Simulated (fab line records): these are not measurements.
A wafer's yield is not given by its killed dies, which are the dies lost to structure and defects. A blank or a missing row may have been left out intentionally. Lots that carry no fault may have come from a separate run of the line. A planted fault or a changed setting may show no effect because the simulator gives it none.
Lot-split experiment + flow n5_finfet + 21 wafers read from 7 lots, route of 1938 steps

== SPLIT DETAILS ==
At N5_MOL_CONTACT_COAG_COAT_77 (time 60 s, resist thk 10 nm), the setting spin_rpm was moved away from the recipe's 1500 rpm on 6 of the 21 wafers read, by -7.9% to +10.6%. This setting was run at the recipe's value on the other wafers.

== FROM THE SPLIT TO THE READING: what the file shows between them, 3 steps ==
- N5_MOL_CONTACT_COAG_COAT_78: resist thk 40 nm
- N5_MOL_CONTACT_COAG_EBR_80
- N5_MOL_CONTACT_COAG_DESCUM_88: chemistry O2, time 7 s

== THE READING ==
etch.depth_nm (the simulator's own value, which no gauge read), in nm, at N5_MOL_CONTACT_COAG_ETCH_89 (etches underlayer in N2/H2, target depth 13 nm, time 10.4 s). The file does not state a usual value for it. Across the 15 wafers here that went through the recipe, the average is 9.986 nm and the standard deviation 0.016 nm.

| wafer  | tool, chamber at the split | spin_rpm as run, rpm | against the recipe | etch.depth_nm, nm | against lot-mates on the recipe |
|--------|----------------------------|----------------------|--------------------|-------------------|---------------------------------|
| L075.1 | litho_track-03, 0          | 1500                 | recipe             | 10                | -                               |
| L075.3 | litho_track-03, 0          | 1500                 | recipe             | 10.02             | -                               |
| L075.5 | litho_track-03, 0          | 1500                 | recipe             | 10.01             | -                               |
| L081.1 | litho_track-05, 0          | 1500                 | recipe             | 9.97              | -                               |
| L081.2 | litho_track-05, 0          | 1500                 | recipe             | 9.984             | -                               |
| L081.5 | litho_track-05, 0          | 1659                 | +10.6%             | 9.493             | -0.484                          |
| L085.1 | litho_track-01, 0          | 1500                 | recipe             | 9.985             | -                               |
| L085.2 | litho_track-01, 0          | 1408                 | -6.1%              | 10.29             | +0.314                          |
| L085.5 | litho_track-01, 0          | 1500                 | recipe             | 9.966             | -                               |
| L086.2 | litho_track-05, 0          | 1500                 | recipe             | 9.987             | -                               |
| L086.3 | litho_track-05, 0          | 1500                 | recipe             | 10.01             | -                               |
| L086.5 | litho_track-05, 0          | 1500                 | recipe             | 9.982             | -                               |
| L090.1 | litho_track-05, 0          | 1381                 | -7.9%              | 10.4              | +0.417                          |
| L090.3 | litho_track-05, 0          | 1381                 | -7.9%              | 10.37             | +0.387                          |
| L090.5 | litho_track-05, 0          | 1500                 | recipe             | 9.983             | -                               |
| L093.2 | litho_track-01, 0          | 1500                 | recipe             | 9.973             | -                               |
| L093.4 | litho_track-01, 0          | 1641                 | +9.4%              | 9.524             | -0.449                          |
| L093.6 | litho_track-01, 0          | 1641                 | +9.4%              | 9.532             | -0.441                          |
| L096.1 | litho_track-01, 0          | 1500                 | recipe             | 9.967             | -                               |
| L096.2 | litho_track-01, 0          | 1500                 | recipe             | 9.974             | -                               |
| L096.3 | litho_track-01, 0          | 1500                 | recipe             | 9.98              | -                               |

FIT RESULTS
A straight line over all 21 wafers: etch.depth_nm changes by -0.0487 nm for each +1% of spin_rpm; r = -1.00; the points scatter about the line by 0.016 nm.
The same after taking each lot's own level away (the mean of its wafers on the recipe; 21 wafers): -0.0483 nm for each +1%; r = -1.00; scatter 0.013 nm.
Per that fit: largest spin_rpm move, reading shift of 0.51 nm.
Measured against the standard deviation above, the lots' own levels, which go from 9.9730 to 10.0100 nm, span 2.3 times it.
Consequently the slope shifts little with the lot-to-lot level, the two slopes agreeing.
Check: with one of the wafers moved furthest among these (+10.6%) left out of the fit, the line predicts -0.516 nm for it against its lot-mates. It came out at -0.484 nm against them.

== THESE WAFERS: OTHER SPLITS ==
Before the reading, these wafers also passed through other splits. Each is held against what the fit with the lots' levels taken away leaves over:
| other split on the same wafers | wafers away from the commonest value | r with etch.depth_nm (lot level and that fit taken away) |
|--------------------------------|--------------------------------------|----------------------------------------------------------|
| N5_FIN_CUT_COAT_19 spin_rpm    | 10                                   | -0.12                                                    |
| N5_DUMMY_GATE_CVD_03 temp_c    | 12                                   | +0.17                                                    |
| N5_SDB_CUT_ETCH_26 icp_w       | 7                                    | -0.12                                                    |
| N5_HKMG_FIN_ETCH_58 bias_w     | 7                                    | -0.07                                                    |
| N5_GATE_CUT_HM_DEP_46 time_s   | 7                                    | +0.35                                                    |

== THE WHOLE CHAIN: every reading that the file lists as answering this split, in the file's order ==
| step                        | what it does                                                | reading                                                                                        | change (the file's fit)                | r (the file's) |
|-----------------------------|-------------------------------------------------------------|------------------------------------------------------------------------------------------------|----------------------------------------|----------------|
| N5_MOL_CONTACT_COAG_COAT_77 | time 60 s, resist thk 10 nm                                 | underlayer_of_MOL_CONTACT_COAG_COAT_77.thk_nm (the simulator's own value, which no gauge read) | -0.0482 nm for each +1% of the setting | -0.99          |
| N5_MOL_CONTACT_COAG_ETCH_89 | etches underlayer in N2/H2, target depth 13 nm, time 10.4 s | etch.depth_nm (the simulator's own value, which no gauge read)                                 | -0.0478 nm for each +1% of the setting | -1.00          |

== THE FILE'S OWN FIT ==
etch.depth_nm changes by -0.0478 nm for each +1% of spin_rpm, r = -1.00.
